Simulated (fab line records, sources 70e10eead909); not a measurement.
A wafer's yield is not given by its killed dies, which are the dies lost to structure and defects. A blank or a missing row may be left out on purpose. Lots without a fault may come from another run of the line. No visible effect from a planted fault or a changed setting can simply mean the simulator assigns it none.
Chamber matching ; flow nandHarc ; pecvd-02 running NHARC_A_CONTACT_DEP_29: 3 sister chambers
The step deposits SiON, target thk 70 nm. 6 wafers are shown with their chamber, then 10 later ones without.

## EACH WAFER AND ITS CHAMBER
wafer;chamber;showerheadVppV (V);heaterPowerW (W)
L084.4;1;1190;574
L081.1;0;1088;822
L081.2;2;1196;604
L081.6;2;1183;615
L085.1;1;1191;676
L085.2;0;1073;816

## WAFERS WITH NO CHAMBER GIVEN
wafer;showerheadVppV (V);heaterPowerW (W)
L085.3;1189;605
L086.1;1071;742
L086.3;1199;664
L086.6;1072;751
L097.2;1186;633
L097.4;1087;809
L097.6;1184;643
L096.2;1196;706
L096.3;1190;512
L096.6;1186;570

## WHICH CHAMBER EACH ONE RAN IN
wafer;from the rows above;in truth
L085.3;can't be placed: 2 or 1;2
L086.1;0;0
L086.3;can't be placed: 1 or 2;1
L086.6;0;0
L097.2;can't be placed: 1 or 2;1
L097.4;0;0
L097.6;can't be placed: 1 or 2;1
L096.2;can't be placed: 1 or 2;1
L096.3;can't be placed: 2 or 1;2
L096.6;can't be placed: 2 or 1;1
Correct placement for 3 of the 10. Not placeable from these rows: 7 (in 7, the candidates include the true chamber). Placed wrongly: 0.
How it was worked out, from the rows above alone: a wafer's distance from a chamber is the root of the sum, over the readings, of the square of ((its reading less the chamber's mean) divided by the reading's scatter). The wafer belongs to the nearest chamber; if the next one is less than 2 further off, it can't be placed. The mean given for a chamber averages the wafers shown for that chamber. How the scatter is found: for the shown wafers, subtract from each reading the mean of its chamber, square and add these, divide the total by (wafers less chambers), then take the root.
